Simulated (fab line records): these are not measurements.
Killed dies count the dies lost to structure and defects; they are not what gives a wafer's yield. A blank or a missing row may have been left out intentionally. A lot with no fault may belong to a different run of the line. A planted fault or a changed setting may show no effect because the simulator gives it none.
The tool behind it: which one?    flow nand-harc    Sampling: 12 lots, 36 wafers, 5 of 1302 route steps

## WHAT EACH GAUGE READ, for each wafer
NHARC_P_STI_OCD_MEAS_43. Usual: trench-depth-nm 303 nm, standard deviation 4.2; trench-foot-cd-nm 158.7 nm, standard deviation 2.3.
lot   measured      on      trench-depth-nm (nm)  trench-foot-cd-nm (nm)  flag
L220  day 3 07:20   ocd-02  305 293 305           158.0 160.9 159.2       
L222  day 4 05:51   ocd-01  308 300 297           157.9 158.4 159.4       
L224  day 4 22:25   ocd-02  305 303 302           153.9 158.9 156.9       
L225  day 5 10:17   ocd-01  306 304 310           160.7 158.9 158.2       
L227  day 6 05:55   ocd-01  305 309 297           160.3 159.5 158.8       
L228  day 6 15:26   ocd-01  304 303 308           158.5 157.8 153.9       
L229  day 6 23:52   ocd-02  309 305 304           160.7 158.7 161.3       
L232  day 8 06:02   ocd-01  306 305 309           152.4 152.1 152.4       
L236  day 9 22:13   ocd-02  309 299 308           157.3 157.1 159.4       
L237  day 10 10:08  ocd-02  305 307 301           155.8 159.0 155.2       
L241  day 12 02:36  ocd-02  301 308 308           157.1 158.7 158.7       
L242  day 12 13:59  ocd-01  300 306 298           160.6 158.3 157.3       

NHARC_END_SORT_01. Usual: killed-at-array 55, standard deviation 19; killed-at-other 0.6, standard deviation 0.99; killed-at-periphery 4.2, standard deviation 2.6; killed-dies 60, standard deviation 18; killed-open 3.4, standard deviation 1.7; killed-short 2.3, standard deviation 1.5.
lot   measured      on         killed-at-array  killed-at-other  killed-at-periphery  killed-dies  killed-open  killed-short  flag
L225  day 27 00:13  prober-01  61 55 55         0 1 0            4 8 0                65 64 55     2 5 1        4 3 1         
L236  day 30 23:37  prober-02  29 22 28         1 0 1            4 3 5                34 25 34     9 4 2        6 5 3         
L237  day 31 17:59  prober-02  92 88 83         0 2 0            8 4 8                100 94 91    4 3 1        2 2 2         

## TOOL THAT RAN EACH LOT (tool first, then ch and the chambers of the sampled wafers, then the start)
lot   NHARC_P_GATE_EXPOSE_08             NHARC_P_GATE_DESCUM_13              NHARC_P_GATE_DESCUM_31
L220  krf-scanner-04 ch 0, day 4 20:20   rie-diel-04 ch 1,2,3, day 4 20:40   rie-diel-04 ch 0,1,3, day 5 17:10
L222  krf-scanner-04 ch 0, day 5 14:52   rie-diel-13 ch 0,2,3, day 5 15:11   rie-diel-09 ch 0,2,3, day 6 05:22
L224  krf-scanner-02 ch 0, day 6 09:27   rie-diel-04 ch 2,3, day 6 09:46     rie-diel-04 ch 1,2,3, day 6 23:48
L225  krf-scanner-03 ch 0, day 6 21:44   rie-diel-13 ch 1,2, day 6 22:02     rie-diel-13 ch 0,1, day 7 12:22
L227  krf-scanner-02 ch 0, day 7 17:57   rie-diel-13 ch 0,1,3, day 7 18:18   rie-diel-13 ch 2,3, day 8 10:23
L228  krf-scanner-02 ch 0, day 8 01:56   rie-diel-09 ch 1,2,3, day 8 02:15   rie-diel-13 ch 0,1,2, day 8 17:17
L229  krf-scanner-04 ch 0, day 8 09:32   rie-diel-04 ch 0,2, day 8 09:52     rie-diel-09 ch 0,1,3, day 8 23:37
L232  krf-scanner-04 ch 0, day 9 17:10   rie-diel-04 ch 1,2,3, day 9 17:30   rie-diel-09 ch 1,2,3, day 10 07:40
L236  krf-scanner-04 ch 0, day 11 08:46  rie-diel-09 ch 0,3, day 11 09:04    rie-diel-09 ch 0,1,2, day 12 03:44
L237  krf-scanner-04 ch 0, day 11 20:52  rie-diel-13 ch 0,3, day 11 21:10    rie-diel-09 ch 0,1,2, day 12 11:06
L241  krf-scanner-04 ch 0, day 13 16:41  rie-diel-09 ch 0,3, day 13 17:01    rie-diel-04 ch 0,3, day 14 06:59
L242  krf-scanner-03 ch 0, day 14 05:20  rie-diel-09 ch 0,1,3, day 14 05:40  rie-diel-09 ch 1,3, day 14 20:01
- NHARC_P_GATE_EXPOSE_08: exposes mask P HV.
- NHARC_P_GATE_DESCUM_13: chemistry O2, time 3 s.
- NHARC_P_GATE_DESCUM_31: chemistry O2, time 3 s.

## AS READ BY THE TOOLS THEMSELVES (means over the sampled wafers that have a number; for cases with no such wafer, the mark the record gives instead)
NHARC_P_GATE_EXPOSE_08. Usual: 16.746 for exposure-dose-mJ-cm2, sd 0.015.
lot   tool            exposure-dose-mJ-cm2  flag
L220  krf-scanner-04  16.739                
L222  krf-scanner-04  16.756                
L224  krf-scanner-02  16.755                
L225  krf-scanner-03  16.723                
L227  krf-scanner-02  16.755                
L228  krf-scanner-02  16.765                
L229  krf-scanner-04  16.744                
L232  krf-scanner-04  16.737                
L236  krf-scanner-04  16.374                OFF
L237  krf-scanner-04  16.390                OFF
L241  krf-scanner-04  16.388                OFF
L242  krf-scanner-03  16.740                

NHARC_P_GATE_DESCUM_13. Usual: drypump-motor-current-A 5.7 A, standard deviation 0.46; mfc-ar-sccm 0.008 sccm, standard deviation 0.0091; oes-product-au 0.998 a.u., standard deviation 0.01; rf-vpp-V 57.8 V, standard deviation 0.95; showerhead-plenum-p-Torr 1.91 Torr, standard deviation 0.1; throttle-valve-pct 11.311 %, standard deviation 0.0089.
lot   tool         drypump-motor-current-A (A)  mfc-ar-sccm (sccm)  oes-product-au (a.u.)  rf-vpp-V (V)  showerhead-plenum-p-Torr (Torr)  throttle-valve-pct (%)  flag
L220  rie-diel-04  6.1                          0.006               0.996                  57.5          1.87                             11.313                  
L222  rie-diel-13  5.4                          0.010               1.015                  57.2          1.92                             11.313                  
L224  rie-diel-04  6.4                          0.012               0.984                  57.5          1.82                             11.310                  
L225  rie-diel-13  5.4                          0.012               0.999                  57.8          1.96                             11.320                  
L227  rie-diel-13  5.3                          0.005               1.011                  58.2          1.96                             11.311                  
L228  rie-diel-09  5.6                          0.012               0.994                  57.9          1.88                             11.319                  
L229  rie-diel-04  5.8                          0.006               0.999                  58.0          1.97                             11.307                  
L232  rie-diel-04  6.1                          0.006               0.995                  57.8          1.87                             11.316                  
L236  rie-diel-09  6.1                          0.004               0.995                  57.3          1.93                             11.302                  
L237  rie-diel-13  5.5                          0.009               0.994                  57.6          1.90                             11.304                  
L241  rie-diel-09  5.7                          0.007               1.004                  58.0          1.99                             11.312                  
L242  rie-diel-09  5.8                          0.012               0.996                  58.0          1.90                             11.310                  

NHARC_P_GATE_DESCUM_31. Usual: drypump-motor-current-A 5.7 A, standard deviation 0.46; mfc-ar-sccm 0.007 sccm, standard deviation 0.0089; oes-product-au 0.998 a.u., standard deviation 0.0091; rf-vpp-V 57.8 V, standard deviation 0.95; showerhead-plenum-p-Torr 1.92 Torr, standard deviation 0.1; throttle-valve-pct 11.311 %, standard deviation 0.0081.
lot   tool         drypump-motor-current-A (A)  mfc-ar-sccm (sccm)  oes-product-au (a.u.)  rf-vpp-V (V)  showerhead-plenum-p-Torr (Torr)  throttle-valve-pct (%)  flag
L220  rie-diel-04  5.7                          0.000               0.995                  57.5          1.95                             11.315                  
L222  rie-diel-09  5.8                          0.004               0.994                  58.2          1.91                             11.311                  
L224  rie-diel-04  6.1                          0.006               0.995                  57.5          1.87                             11.319                  
L225  rie-diel-13  5.5                          0.006               1.005                  57.3          1.97                             11.307                  
L227  rie-diel-13  5.0                          0.006               0.999                  58.1          1.98                             11.313                  
L228  rie-diel-13  5.6                          0.011               1.002                  58.8          1.93                             11.317                  
L229  rie-diel-09  5.9                          0.012               0.988                  57.4          1.90                             11.305                  
L232  rie-diel-09  5.5                          0.012               0.995                  57.5          1.88                             11.313                  
L236  rie-diel-09  5.9                          0.008               1.003                  57.3          1.81                             11.307                  
L237  rie-diel-09  5.9                          0.008               1.000                  58.2          1.81                             11.314                  
L241  rie-diel-04  5.6                          0.000               1.000                  58.0          1.99                             11.306                  
L242  rie-diel-09  5.6                          0.020               1.004                  57.2          1.87                             11.306                  

## THE ANSWER, worked out from the rows above alone
Rule: a lot counts as off when the mean over its wafers that have a number is more than 3 standard deviations away from the usual mean. Also off: a lot with no number at a reading for which 4 or more lots have one. The other lots that the step has rows for count as sound. The gauges are gone through in route order, then the tools' own readings, and for those a lot's mean is taken as printed above. The first step at which some lot is off is used, and at that step the reading that is off furthest; a lot without a number counts as furthest.
Off at NHARC_P_GATE_EXPOSE_08 (exposure-dose-mJ-cm2): L236, L237, L241.
A tool fits if, at that step or a process step before it, it ran every lot that is off, and no sound lot after the first of them. One candidate fits, namely krf-scanner-04 at NHARC_P_GATE_EXPOSE_08. Its last sound lot is L232 (day 9 17:10), its first lot that is off L236 (day 11 08:46): a fault that began between those two fits.
The tool's own readings at NHARC_P_GATE_EXPOSE_08 bear it out: on the lots that are off they differ by more than 5 times the standard deviation of the sound lots' means. exposure-dose-mJ-cm2 reads 16.384 there against 16.746 on the sound lots.

## WHAT THE SIMULATOR HAD PUT IN
Drift in process parameters on krf-scanner-04 at NHARC_P_GATE_EXPOSE_08, starting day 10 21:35. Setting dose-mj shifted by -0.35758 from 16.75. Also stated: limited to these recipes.
Struck lots among those shown: L236, L237, L241. Same finding as the rule above.
